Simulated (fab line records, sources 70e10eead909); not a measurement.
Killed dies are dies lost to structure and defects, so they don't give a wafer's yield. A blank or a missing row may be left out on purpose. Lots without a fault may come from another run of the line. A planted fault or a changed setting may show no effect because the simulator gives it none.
Chamber matching | flow nand_harc | NHARC_A_SGD_CUT_DESCUM_14 on rie_diel-08: 4 sister chambers
The step chemistry O2, time 3 s. 14 wafers are shown with their chamber, then 7 later ones without.

WAFERS WITH THEIR CHAMBER
wafer  | chamber | drypump_motor_current_A (A) | rf_vpp_V (V) | throttle_valve_pct (%)
L076.2 | 0       | 5.1                         | 57.4         | 11.311
L076.3 | 3       | 5.7                         | 58.0         | 11.308
L076.4 | 2       | 5.9                         | 58.2         | 11.343
L087.2 | 0       | 5.1                         | 57.6         | 11.302
L087.5 | 3       | 5.7                         | 59.6         | 11.311
L087.6 | 2       | 5.9                         | 59.0         | 11.327
L086.1 | 2       | 6.0                         | 56.9         | 11.300
L086.2 | 3       | 5.7                         | 58.9         | 11.302
L086.5 | 2       | 5.9                         | 58.2         | 11.316
L089.2 | 1       | 6.5                         | 58.3         | 11.310
L089.4 | 3       | 5.7                         | 59.2         | 11.317
L089.5 | 3       | 5.7                         | 58.5         | 11.299
L092.1 | 3       | 5.7                         | 58.5         | 11.326
L092.4 | 1       | 6.5                         | 57.3         | 11.327

SIGNATURES (means of the wafers above)
reading                 | chamber 0 | chamber 1 | chamber 2 | chamber 3 | scatter within a chamber
drypump_motor_current_A | 5.100     | 6.500     | 5.925     | 5.700     | 0.0274
rf_vpp_V                | 57.500    | 57.800    | 58.075    | 58.783    | 0.665
throttle_valve_pct      | 11.30650  | 11.31850  | 11.32150  | 11.31050  | 0.0129
Rule: a wafer's distance from a chamber is the root of the sum, over the readings, of the square of ((its reading less the chamber's mean) divided by the reading's scatter). The wafer belongs to the nearest chamber; if the next one is less than 2 further off, it can't be placed. The scatter: the root of (the sum of the squares of (reading less its chamber's mean) over the shown wafers, divided by (wafers less chambers)).

WAFERS WITHOUT THEIR CHAMBER
wafer  | drypump_motor_current_A (A) | rf_vpp_V (V) | throttle_valve_pct (%)
L092.6 | 5.9                         | 59.0         | 11.314
L093.4 | 5.9                         | 57.9         | 11.321
L093.5 | 5.0                         | 57.0         | 11.304
L093.6 | 6.5                         | 56.7         | 11.307
L096.1 | 5.0                         | 58.2         | 11.311
L096.4 | 6.5                         | 57.3         | 11.301
L096.6 | 5.0                         | 58.3         | 11.296

WHICH CHAMBER EACH WENT THROUGH
wafer  | from the rows above | in truth
L092.6 | 2                   | 2
L093.4 | 2                   | 2
L093.5 | 0                   | 0
L093.6 | 1                   | 1
L096.1 | 0                   | 0
L096.4 | 1                   | 1
L096.6 | 0                   | 0
Placed correctly: 7 of 7. Can't be placed from these rows: 0. Placed wrongly: 0.
